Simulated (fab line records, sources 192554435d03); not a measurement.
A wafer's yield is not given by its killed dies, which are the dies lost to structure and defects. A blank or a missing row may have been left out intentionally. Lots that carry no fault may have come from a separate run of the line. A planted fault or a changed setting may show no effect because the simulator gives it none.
A lot that was struck, set against a sound lot :: flow n5-finfet :: 18 steps out of a route of 1938
Sound: these wafers, L543.3, L543.4, L543.5. Struck: wafer L554.5. (L554.2 of the same lot was not struck and is left out.) The cause comes at the end.
Per side, at each step with rows, come the tool, then ch with its chambers, and then its first start. Under that, the readings that differ: sound wafers :: struck wafers :: difference of the means :: sigmas: that difference in standard deviations of wafers without a fault.
alike: readings whose means differ by less than 2 such deviations, and words and numbers that are the same on both sides. not compared: withheld readings, readings that some wafer has no value for, bounds like >300 that may hide the same value, and numbers for which the record gives no deviation and whose values overlap.
The two part at a step that has a row with sigmas, a row that says differs or no value, or rows on one side only. When numbers do not overlap yet have no deviation, they are printed without sigmas and do not part them. A reading that every wafer of one side lacks parts them only if that side has two wafers or more.

N5_PASSIVATION_ETCH_15: etches SiCN in CF4/N2, target depth 75 nm, time 81.2 s.
  sound on rie-diel-02 ch 0,3; struck on rie-diel-06 ch 3
reading: rf-vpp-V (V)
sound: 380.3 382.5 382.8
struck: 385.4
difference: +3.5
sigmas: +2

reading: showerhead-plenum-p-Torr (Torr)
sound: 2.15 2.23 2.15
struck: 2.33
difference: +0.15
sigmas: +2
  alike: cf4-flow-sccm, drypump-motor-current-A, mfc-ar-sccm, oes-product-au, rf-fwd-power-W, throttle-valve-pct
  not compared: rf-hours-counter-h
then, 2 steps without rows for these wafers: N5_PASSIVATION_STRIP_73 (strips in post etch residue remover, time 60 s); N5_PASSIVATION_SRD_17 (time 30 s, dry time 30 s).
N5_PASSIVATION_DEGAS_18: time 60 s.
  sound: pvd-sputter-03 at day 14 05:50; struck: pvd-sputter-03 at day 17 20:13
  alike: heater-power-w
N5_PASSIVATION_PRE_CLEAN_19:
  sound: pvd-sputter-03 at day 14 05:52; struck: pvd-sputter-03 at day 17 20:15
  alike: heater-power-w
N5_PASSIVATION_SPUTTER_20: material TaN, target thk 50 nm.
  sound: pvd-sputter-03 at day 14 05:55; struck: pvd-sputter-03 at day 17 20:17
  alike: throttle-valve-pct
N5_PASSIVATION_AL_DEP_21: deposits Al, target thk 2800 nm, time 170 s.
  sound: pvd-sputter-03 at day 14 06:01; struck: pvd-sputter-03 at day 17 20:23
  alike: throttle-valve-pct
then, 5 steps without rows for these wafers: N5_PASSIVATION_HMDS_23 (time 60 s); N5_PASSIVATION_COAT_24; N5_PASSIVATION_EBR_26; N5_PASSIVATION_SOFTBAKE_25 (time 90 s); N5_PASSIVATION_EXPOSE_27 (exposes mask PAD, defocus 0 nm).
N5_PASSIVATION_PEB_28:
  sound on litho-track-01 ch 0, day 14 06:29; struck on litho-track-01 ch 0, day 17 20:52
  not compared: chill-plate-temp-C
then, 2 steps without rows for these wafers: N5_PASSIVATION_DEVELOP_29 (develop time 60 s); N5_PASSIVATION_HARDBAKE_31 (time 120 s).
N5_PASSIVATION_CD_MEAS_30: target cd 4000 nm.
  sound on cd-sem-03 ch 0, day 14 06:37; struck on cd-sem-03 ch 0, day 17 20:59
reading: cd-nm (nm)
sound: 3999.6 3999.7 3999.9
struck: 3989.4
difference: -10.3
sigmas: -6
N5_PASSIVATION_OVL_MEAS_63:
  sound on overlay-02 ch 0, day 14 06:38; struck on overlay-01 ch 0, day 17 21:01
  alike: PAD_OVL
N5_PASSIVATION_PROBE_49:
  sound: prober-01 at day 14 11:49; struck: prober-01 at day 18 02:55
reading: killed-at-contacts
sound: 17 12 10
struck: 27
difference: +14
sigmas: +3
  alike: defect-limited-yield, killed_at_M0_to_M3, killed_at_M4_up, killed-at-front-end, killed-at-other, killed-dies, killed-open, killed-short, sort_bin_5_function, sort_bin_6_memory, sort_bin_8_speed, sort-n-pass, sort-yield-pct

== WHERE THEY PART ==
Last at N5_PASSIVATION_PROBE_49 as far as this record goes, first at N5_PASSIVATION_ETCH_15.

WHY: what had been put in by the simulator
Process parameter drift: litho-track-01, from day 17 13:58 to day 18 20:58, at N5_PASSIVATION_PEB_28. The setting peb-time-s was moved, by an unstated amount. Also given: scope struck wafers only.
